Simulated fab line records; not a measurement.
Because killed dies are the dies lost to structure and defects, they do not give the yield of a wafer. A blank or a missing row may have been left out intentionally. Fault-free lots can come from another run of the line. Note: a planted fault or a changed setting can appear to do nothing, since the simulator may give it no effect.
fab line records	flow n5Finfet
record lots=7	wafers=39
route steps=1938 shown BEOL_M7@1308 BEOL_M13@1705 PAD_METAL@1895
startH: hours from the record's first day to the start of the lot's first wafer shown	waitH: hours since the lot's step before	" identical to the entry in the row above	L1.1+2: several wafers, shown together as one row	- no value, or no start was given	* or withheld: withheld	< > ~ a bound
route shown NAME@n: names a module that has steps shown in the file, with the first one's number in the route	usual: the fault-free wafers' mean and standard deviation	same: alike in all rows	chamber/n: place in a boat	sites: each site's reading	_std_site: the standard deviation of these	_edge_site: mean of outer sites minus mean of inner sites	radiusMm: how far each site lies from the wafer's centre	mask NAME#n: copy n	behind: the tool/chamber that last shaped the wafer	hold: why the lot went on hold/how many hours it stayed there/how the hold came to an end	device: names the non-switching transistor (n, p or np)	end of line: tests of these same wafers at the route's end	a step given without rows: its recipe and nothing more	killed: dies lost to structure and defects at the first sort, not the wafer's yield	map: per-die view of a wafer (x killed, . not killed, _ where there is no die)
set.NAME: the setting as run; set.NAME@STEP: as run at that earlier step	model.NAME: the simulator's own value behind a step, which no gauge read
lots where settings were altered on purpose, with a table for each step and a row for each wafer
## steps
# step N5_BEOL_M7_TRENCH_ETCH_37
# recipe chemistry=C4F6/O2	targetDepthA=934.78	target=SiCOH_lowk	timeS=31.2	ionEnergyEv=250	pressureMtorr=30	sourceW=345	biasW=185	Ar_flow_sccm=300	C4F6_flow_sccm=10	O2_flow_sccm=10
lot.wafer	tool	chamber	startH	waitH	set.targetDepthA	model.BEOL_M7.featureDepthNm	model.etch.depthNm	model.TiN_of_BEOL_M7_HM_DEP_02.thkNm
L074.1	rieDiel-01	3	-	-	934.78	94.4	94.44	17.2
L074.5	"	3	"	"	934.78	95	95.08	17.2
L074.6	"	2	"	"	934.78	93.8	93.8	17.4
L078.1	rieDiel-06	2	-	-	1311	128.8	128.7	16
L078.2	"	0	"	"	934.78	93.2	93.25	17.4
L078.3	"	3	"	"	1311	130.6	130.7	16.2
L078.4	"	0	"	"	934.78	92.8	92.82	17.4
L078.5	"	2	"	"	1311	128	127.9	16.4
L078.6	"	3	"	"	934.78	93.4	93.34	17
L079.1	rieDiel-06	2	-	-	679.7	67.4	67.41	17.6
L079.2	"	1	"	"	934.78	93.4	93.47	17
L079.3	"	3	"	"	934.78	94.2	94.18	16.8
L079.4	"	0	"	"	679.7	67.8	67.8	17.6
L079.5	"	0	"	"	679.7	67.4	67.32	17.6
L079.6	"	3	"	"	934.78	92.8	92.75	17
L081.1	rieDiel-06	1	-	-	767.3	77.6	77.56	18
L081.2	"	0	"	"	934.78	92.4	92.37	17.6
L081.3	"	3	"	"	767.3	75.8	75.81	18
L081.4	"	2	"	"	934.78	91.6	91.53	17.6
L081.5	"	0	"	"	934.78	93	92.91	18
L081.6	"	1	"	"	767.3	76.8	76.84	18
L084.1	rieDiel-03	3	-	-	934.78	95.6	95.57	17.4
L084.2	"	2	"	"	934.78	91.8	91.79	17.4
L084.3	"	1	"	"	934.78	91.4	91.4	17.6
L084.4	"	0	"	"	934.78	93.8	93.83	17.4
L084.5	"	1	"	"	934.78	90.8	90.75	17.4
L084.6	"	2	"	"	934.78	91.8	91.83	17.4
L094.1	rieDiel-03	0	-	-	648.9	64.2	64.29	18
L094.2	"	1	"	"	934.78	89.4	89.48	17.4
L094.3	"	3	"	"	648.9	65.8	65.76	17.8
L094.4	"	2	"	"	648.9	63.6	63.67	18
L094.5	"	3	"	"	934.78	94.8	94.75	17.2
L094.6	"	0	"	"	934.78	93.2	93.18	17.4
L096.1	rieDiel-03	3	-	-	934.78	96.2	96.11	17.2
L096.2	"	2	"	"	934.78	91.6	91.67	17.2
L096.3	"	1	"	"	934.78	90.4	90.45	17.4
L096.4	"	0	"	"	934.78	93.4	93.46	17.4
L096.5	"	0	"	"	934.78	93.6	93.54	17.4
L096.6	"	3	"	"	934.78	95.8	95.9	17.2
# step N5_BEOL_M7_ETCH_41
# recipe chemistry=CH3F/O2	target=SiCN	targetDepthA=319	taperDeg=2	timeS=57.8	ionEnergyEv=120	maskMaterial=TiN	pressureMtorr=30	sourceW=395	biasW=75	Ar_flow_sccm=150	CH3F_flow_sccm=30	O2_flow_sccm=20
# step N5_BEOL_M7_STRIP_80
# recipe chemistry=N2/H2	timeS=10	powerW=450	tempC=40	pressureMtorr=20	rfFrequencyHz=6e+07	biasPowerW=7	n2FlowSccm=200	h2FlowSccm=200
# step N5_BEOL_M7_OCD_MEAS_38
# usual trenchDepthNm=92.9/1.6
lot.wafer	tool	chamber	startH	waitH	set.targetDepthA@BEOL_M7_TRENCH_ETCH_37	trenchDepthNm
L074.1	ocd-02	-	196.15	-	934.78	94.5
L074.5	"	-	"	"	934.78	94.9
L074.6	"	-	"	"	934.78	94.0
L078.1	ocd-01	-	217.33	-	1311	128.7
L078.2	"	-	"	"	934.78	93.3
L078.3	"	-	"	"	1311	130.5
L078.4	"	-	"	"	934.78	92.5
L078.5	"	-	"	"	1311	128.1
L078.6	"	-	"	"	934.78	92.9
L079.1	ocd-01	-	223.80	-	679.7	67.2
L079.2	"	-	"	"	934.78	93.6
L079.3	"	-	"	"	934.78	94.2
L079.4	"	-	"	"	679.7	67.5
L079.5	"	-	"	"	679.7	67.0
L079.6	"	-	"	"	934.78	92.5
L081.1	ocd-01	-	226.31	-	767.3	77.2
L081.2	"	-	"	"	934.78	92.5
L081.3	"	-	"	"	767.3	76.2
L081.4	"	-	"	"	934.78	91.3
L081.5	"	-	"	"	934.78	93.4
L081.6	"	-	"	"	767.3	76.9
L084.1	ocd-02	-	277.34	-	934.78	95.8
L084.2	"	-	"	"	934.78	91.6
L084.3	"	-	"	"	934.78	90.8
L084.4	"	-	"	"	934.78	93.6
L084.5	"	-	"	"	934.78	91.1
L084.6	"	-	"	"	934.78	91.9
L094.1	ocd-01	-	314.21	-	648.9	64.4
L094.2	"	-	"	"	934.78	90.0
L094.3	"	-	"	"	648.9	66.7
L094.4	"	-	"	"	648.9	63.7
L094.5	"	-	"	"	934.78	94.7
L094.6	"	-	"	"	934.78	92.8
L096.1	ocd-01	-	322.48	-	934.78	95.8
L096.2	"	-	"	"	934.78	91.8
L096.3	"	-	"	"	934.78	90.5
L096.4	"	-	"	"	934.78	93.5
L096.5	"	-	"	"	934.78	93.2
L096.6	"	-	"	"	934.78	96.1
# step N5_BEOL_M7_HM_STRIP_39
# recipe chemistry=peroxideTinStrip	material=TiN	targetDepthA=250	tempC=50	timeS=158
# step N5_BEOL_M7_SRD_40
# recipe timeS=30	tempC=23	rinseLiquid=diw	dry=ipaMarangoni
# step N5_BEOL_M7_ECD_50
# recipe material=Cu	targetThkA=3000
# step N5_BEOL_M7_ANNEAL_51
# recipe tempC=225	timeS=90	ambient=N2
# step N5_BEOL_M7_CMP_52
# recipe stopOn=SiCOH_lowk	tOverpolishS=6.9	downForcePsi=1	platenRpm=50	clearingPlatenDownForcePsi=1.5	clearingPlatenRpm=50	postCmpClean=cuAlkaline	targetThkNm=80	clearingPlatenPadVelocityMS=0.99484	padVelocityMS=0.99484
lot.wafer	tool	chamber	startH	waitH	set.targetDepthA@BEOL_M7_TRENCH_ETCH_37	model.Cu_of_BEOL_M7_ECD_50.thkNm
L074.1	cmp-02	2	198.06	0.3	934.78	80.6
L074.5	"	1	"	"	934.78	80.4
L074.6	"	2	"	"	934.78	79.4
L078.2	cmp-03	1	219.90	0.4	934.78	78
L078.3	"	2	"	"	1311	118.2
L078.1	"	3	"	"	1311	114
L078.4	"	0	"	"	934.78	79.4
L078.6	"	1	"	"	934.78	79.8
L078.5	"	2	"	"	1311	116.2
L079.2	cmp-03	0	225.60	0.2	934.78	81.4
L079.4	"	1	"	"	679.7	54.4
L079.1	"	2	"	"	679.7	56.4
L079.3	"	3	"	"	934.78	80.2
L079.5	"	0	"	"	679.7	53.4
L079.6	"	1	"	"	934.78	78.2
L081.2	cmp-04	3	228.66	0.3	934.78	80.2
L081.4	"	0	"	"	934.78	81.2
L081.3	"	1	"	"	767.3	63.8
L081.1	"	2	"	"	767.3	66
L081.5	"	3	"	"	934.78	80.8
L081.6	"	0	"	"	767.3	64.8
L084.3+4	cmp-03	2,3	280.75	0.2	934.78	79.6
L084.1	"	0	"	"	934.78	81.4
L084.2	"	1	"	"	934.78	78.4
L084.5	"	2	"	"	934.78	78
L084.6	"	3	"	"	934.78	77
L094.2	cmp-03	1	316.75	0.2	934.78	75.8
L094.1	"	2	"	"	648.9	52.6
L094.3	"	3	"	"	648.9	50.8
L094.4	"	0	"	"	648.9	51
L094.5	"	1	"	"	934.78	80.4
L094.6	"	2	"	"	934.78	80.8
L096.4	cmp-03	2	324.61	0.1	934.78	79.2
L096.1+5	"	3,2	"	"	934.78	80.8
L096.2	"	0	"	"	934.78	78.6
L096.3	"	1	"	"	934.78	76.4
L096.6	"	3	"	"	934.78	80.6
# step N5_BEOL_M7_THK_MEAS_53
# recipe thkMeasGauge=xrf	reads=Cu_of_BEOL_M7_ECD_50
# usual M7_THK=78.4/1.8
lot.wafer	tool	chamber	startH	waitH	set.targetDepthA@BEOL_M7_TRENCH_ETCH_37	M7_THK[nm]
L074.1	filmMetro-02	-	198.32	-	934.78	79.6
L074.5	"	-	"	"	934.78	79.7
L074.6	"	-	"	"	934.78	78.9
L078.1	filmMetro-02	-	220.19	-	1311	112.8
L078.2	"	-	"	"	934.78	77.7
L078.3	"	-	"	"	1311	116.8
L078.4	"	-	"	"	934.78	78.8
L078.5	"	-	"	"	1311	115.6
L078.6	"	-	"	"	934.78	79.0
L079.1	filmMetro-01	-	225.89	-	679.7	55.8
L079.2	"	-	"	"	934.78	80.5
L079.3	"	-	"	"	934.78	79.5
L079.4	"	-	"	"	679.7	54.0
L079.5	"	-	"	"	679.7	52.9
L079.6	"	-	"	"	934.78	77.3
L081.1	filmMetro-02	-	228.96	-	767.3	64.5
L081.2	"	-	"	"	934.78	78.1
L081.3	"	-	"	"	767.3	62.4
L081.4	"	-	"	"	934.78	79.4
L081.5	"	-	"	"	934.78	78.7
L081.6	"	-	"	"	767.3	63.2
L084.1	filmMetro-01	-	281.04	-	934.78	80.8
L084.2	"	-	"	"	934.78	78.0
L084.3	"	-	"	"	934.78	79.0
L084.4	"	-	"	"	934.78	79.2
L084.5	"	-	"	"	934.78	77.5
L084.6	"	-	"	"	934.78	76.5
L094.1	filmMetro-02	-	317.04	-	648.9	51.6
L094.2	"	-	"	"	934.78	74.2
L094.3	"	-	"	"	648.9	49.9
L094.4	"	-	"	"	648.9	50.3
L094.5	"	-	"	"	934.78	78.8
L094.6	"	-	"	"	934.78	79.5
L096.1	filmMetro-02	-	324.91	-	934.78	79.5
L096.2	"	-	"	"	934.78	77.4
L096.3	"	-	"	"	934.78	75.2
L096.4	"	-	"	"	934.78	77.9
L096.5	"	-	"	"	934.78	79.0
L096.6	"	-	"	"	934.78	79.0
# step N5_BEOL_M7_PRE_CLEAN_55
# recipe gas=NH3	timeS=15	tempC=withheld	rfPowerW=300
# step N5_BEOL_M7_DEP_56
# recipe material=SiCN	targetThkA=100	tempC=withheld	precursor=3MS/NH3	pressureTorr=3	rfW=202	timeS=17.5
# step N5_BEOL_M7_RS_MEAS_57
# recipe thkMeasGauge=four-point-probe	reads=Cu_of_BEOL_M7_ECD_50+Co_of_BEOL_M7_CVD_78+TaN_of_BEOL_M7_ALD_77
# usual M7_RS=0.288/0.008
lot.wafer	tool	chamber	startH	waitH	set.targetDepthA@BEOL_M7_TRENCH_ETCH_37	M7_RS[ohm/sq]
L074.1	filmMetro-01	-	198.45	0.1	934.78	0.283
L074.5	"	-	"	"	934.78	0.284
L074.6	"	-	"	"	934.78	0.289
L078.1	filmMetro-02	-	220.35	0.1	1311	0.190
L078.2	"	-	"	"	934.78	0.295
L078.3	"	-	"	"	1311	0.183
L078.4	"	-	"	"	934.78	0.289
L078.5	"	-	"	"	1311	0.186
L078.6	"	-	"	"	934.78	0.287
L079.1	filmMetro-02	-	226.02	0.1	679.7	0.434
L079.2	"	-	"	"	934.78	0.280
L079.3	"	-	"	"	934.78	0.285
L079.4	"	-	"	"	679.7	0.455
L079.5	"	-	"	"	679.7	0.466
L079.6	"	-	"	"	934.78	0.294
L081.1	filmMetro-02	-	229.12	0.1	767.3	0.360
L081.2	"	-	"	"	934.78	0.285
L081.3	"	-	"	"	767.3	0.375
L081.4	"	-	"	"	934.78	0.280
L081.5	"	-	"	"	934.78	0.282
L081.6	"	-	"	"	767.3	0.368
L084.1	filmMetro-02	-	281.17	0.1	934.78	0.281
L084.2	"	-	"	"	934.78	0.292
L084.3	"	-	"	"	934.78	0.288
L084.4	"	-	"	"	934.78	0.287
L084.5	"	-	"	"	934.78	0.295
L084.6	"	-	"	"	934.78	0.299
L094.1	filmMetro-02	-	317.20	0.1	648.9	0.476
L094.2	"	-	"	"	934.78	0.305
L094.3	"	-	"	"	648.9	0.497
L094.4	"	-	"	"	648.9	0.493
L094.5	"	-	"	"	934.78	0.284
L094.6	"	-	"	"	934.78	0.282
L096.1	filmMetro-02	-	325.04	0.1	934.78	0.283
L096.2	"	-	"	"	934.78	0.292
L096.3	"	-	"	"	934.78	0.302
L096.4	"	-	"	"	934.78	0.289
L096.5	"	-	"	"	934.78	0.282
L096.6	"	-	"	"	934.78	0.284
# step N5_BEOL_M13_SPUTTER_43
# recipe material=TaN	targetThkA=150	tempC=50	biasV=168.6	powerW=15000	chamberPressurePa=0.12	timeS=24.19
lot.wafer	tool	chamber	startH	waitH	set.targetThkA	model.TaN_of_BEOL_M13_SPUTTER_43.thkNm
L074.1	pvdSputter-03	-	240.13	0.0	150	15.2
L074.5	"	-	"	"	150	14.8
L074.6	"	-	"	"	150	15
L078.1+4	pvdSputter-01	-	267.11	0.0	150	15
L078.2+5	"	-	"	"	67.71	6.6
L078.3	"	-	"	"	67.71	6.8
L078.6	"	-	"	"	150	14.6
L079.1+5+6	pvdSputter-01	-	267.43	0.0	89.77	8.8
L079.2	"	-	"	"	150	14.8
L079.3+4	"	-	"	"	150	15
L081.1+2	pvdSputter-01	-	277.26	0.0	150	15
L081.3	"	-	"	"	150	14.8
L081.4+5+6	"	-	"	"	106.8	10.6
L084.1	pvdSputter-03	-	327.40	0.0	150	15.4
L084.2+5	"	-	"	"	150	15.2
L084.3+4+6	"	-	"	"	97.87	10
L094.1+5+6	pvdSputter-03	-	365.32	0.0	150	15.2
L094.2+3+4	"	-	"	"	121.6	12.4
L096.1+2+5	pvdSputter-03	-	366.83	0.0	150	15
L096.3+6	"	-	"	"	150	15.2
L096.4	"	-	"	"	150	15.4
# step N5_BEOL_M13_SPUTTER_44
# recipe material=Ta	targetThkA=100	tempC=50	biasV=80	powerW=15000	chamberPressurePa=0.07	timeS=16.13
# step N5_BEOL_M13_SPUTTER_45
# recipe material=Cu	targetThkA=800	tempC=-20	biasV=60	powerW=26000	chamberPressurePa=0.13	timeS=13.33
# step N5_BEOL_M13_ECD_47
# recipe material=Cu	targetThkA=9360
# step N5_BEOL_M13_ANNEAL_48
# recipe tempC=225	timeS=90	ambient=N2
# step N5_BEOL_M13_CMP_49
# recipe stopOn=SiOC	tOverpolishS=17.1	downForcePsi=1	platenRpm=50	clearingPlatenDownForcePsi=1.5	clearingPlatenRpm=50	postCmpClean=cuAlkaline	targetThkNm=420	clearingPlatenPadVelocityMS=0.99484	padVelocityMS=0.99484
# usual barrierFieldEndpointS=30.7/0.85
lot.wafer	tool	chamber	startH	waitH	set.targetThkA@BEOL_M13_SPUTTER_43	barrierFieldEndpointS
L074.1	cmp-02	1	240.94	0.3	150	30.4
L074.5	"	3	"	"	150	30.0
L074.6	"	0	"	"	150	30.5
L078.1	cmp-01	3	268.23	0.3	150	31.9
L078.4	"	0	"	"	150	30.3
L078.2	"	1	"	"	67.71	21.1
L078.3	"	2	"	"	67.71	20.3
L078.5	"	3	"	"	67.71	20.7
L078.6	"	0	"	"	150	30.1
L079.1	cmp-04	1	268.38	0.3	89.77	23.3
L079.3	"	2	"	"	150	30.6
L079.2	"	3	"	"	150	30.4
L079.4	"	0	"	"	150	30.2
L079.6	"	1	"	"	89.77	23.0
L079.5	"	2	"	"	89.77	22.4
L081.1	cmp-04	0	278.00	0.3	150	31.6
L081.3	"	1	"	"	150	31.2
L081.4	"	2	"	"	106.8	26.3
L081.2	"	3	"	"	150	30.8
L081.5	"	0	"	"	106.8	26.1
L081.6	"	1	"	"	106.8	25.9
L084.3	cmp-02	3	328.18	0.2	97.87	23.3
L084.2	"	0	"	"	150	30.0
L084.4	"	1	"	"	97.87	23.3
L084.1	"	2	"	"	150	29.5
L084.6	"	3	"	"	97.87	23.4
L084.5	"	0	"	"	150	30.2
L094.2	cmp-02	1	366.12	0.2	121.6	26.2
L094.4	"	2	"	"	121.6	26.6
L094.3	"	3	"	"	121.6	25.8
L094.1	"	0	"	"	150	29.1
L094.6	"	1	"	"	150	29.3
L094.5	"	2	"	"	150	30.0
L096.2	cmp-01	1	367.57	0.2	150	31.8
L096.1	"	2	"	"	150	30.5
L096.4	"	3	"	"	150	31.5
L096.3	"	0	"	"	150	30.3
L096.5	"	1	"	"	150	31.2
L096.6	"	2	"	"	150	30.6
# step N5_PASSIVATION_SPUTTER_20
# recipe material=TaN	targetThkA=500	tempC=25	chamberPressurePa=0.4
lot.wafer	tool	chamber	startH	waitH	set.targetThkA	model.TaN_of_PASSIVATION_SPUTTER_20.thkNm
L074.1	pvdSputter-01	-	265.99	0.0	500	49.6
L074.5	"	-	"	"	500	50
L074.6	"	-	"	"	500	49.2
L078.1+4	pvdSputter-03	-	287.43	0.0	580	58
L078.2	"	-	"	"	500	50.2
L078.3	"	-	"	"	500	49.6
L078.5	"	-	"	"	580	58.2
L078.6	"	-	"	"	500	49.8
L079.1	pvdSputter-02	-	288.76	0.0	500	49.2
L079.2	"	-	"	"	500	49.4
L079.3+4	"	-	"	"	500	50.2
L079.5	"	-	"	"	500	49.6
L079.6	"	-	"	"	500	49.8
L081.1	pvdSputter-03	-	300.08	0.0	500	50
L081.2+5	"	-	"	"	627.5	62.8
L081.3	"	-	"	"	627.5	63
L081.4	"	-	"	"	500	50.4
L081.6	"	-	"	"	500	50.6
L084.1	pvdSputter-03	-	353.41	0.0	500	49.6
L084.2+6	"	-	"	"	758.7	75
L084.3	"	-	"	"	758.7	74.6
L084.4	"	-	"	"	500	49.4
L084.5	"	-	"	"	500	49.8
L094.1	pvdSputter-01	-	385.98	0.0	231.5	22.6
L094.2+3	"	-	"	"	500	49.8
L094.4	"	-	"	"	231.5	23
L094.5	"	-	"	"	500	49.4
L094.6	"	-	"	"	231.5	22.8
L096.1+3+4+5	pvdSputter-01	-	389.38	0.0	500	49.6
L096.2	"	-	"	"	500	50
L096.6	"	-	"	"	500	49
## key
split step=N5_BEOL_M7_TRENCH_ETCH_37	setting=targetDepthA	stated=934.78	by=wafer
response step=N5_BEOL_M7_TRENCH_ETCH_37	reading=model.BEOL_M7.featureDepthNm	change=+0.909	per=1%	r=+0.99
response step=N5_BEOL_M7_TRENCH_ETCH_37	reading=model.etch.depthNm	change=+0.908	per=1%	r=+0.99
response step=N5_BEOL_M7_TRENCH_ETCH_37	reading=model.TiN_of_BEOL_M7_HM_DEP_02.thkNm	change=-0.0233	per=1%	r=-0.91
response step=N5_BEOL_M7_OCD_MEAS_38	reading=trenchDepthNm	change=+0.91	per=1%	r=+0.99
response step=N5_BEOL_M7_CMP_52	reading=model.Cu_of_BEOL_M7_ECD_50.thkNm	change=+0.913	per=1%	r=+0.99
response step=N5_BEOL_M7_THK_MEAS_53	reading=M7_THK	change=+0.897	per=1%	r=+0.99
response step=N5_BEOL_M7_RS_MEAS_57	reading=M7_RS	change=-0.0045	per=1%	r=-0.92
split step=N5_BEOL_M13_SPUTTER_43	setting=targetThkA	stated=150	by=wafer
response step=N5_BEOL_M13_SPUTTER_43	reading=model.TaN_of_BEOL_M13_SPUTTER_43.thkNm	change=+0.151	per=1%	r=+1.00
response step=N5_BEOL_M13_CMP_49	reading=barrierFieldEndpointS	change=+0.184	per=1%	r=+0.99
split step=N5_PASSIVATION_SPUTTER_20	setting=targetThkA	stated=500	by=wafer
response step=N5_PASSIVATION_SPUTTER_20	reading=model.TaN_of_PASSIVATION_SPUTTER_20.thkNm	change=+0.495	per=1%	r=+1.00
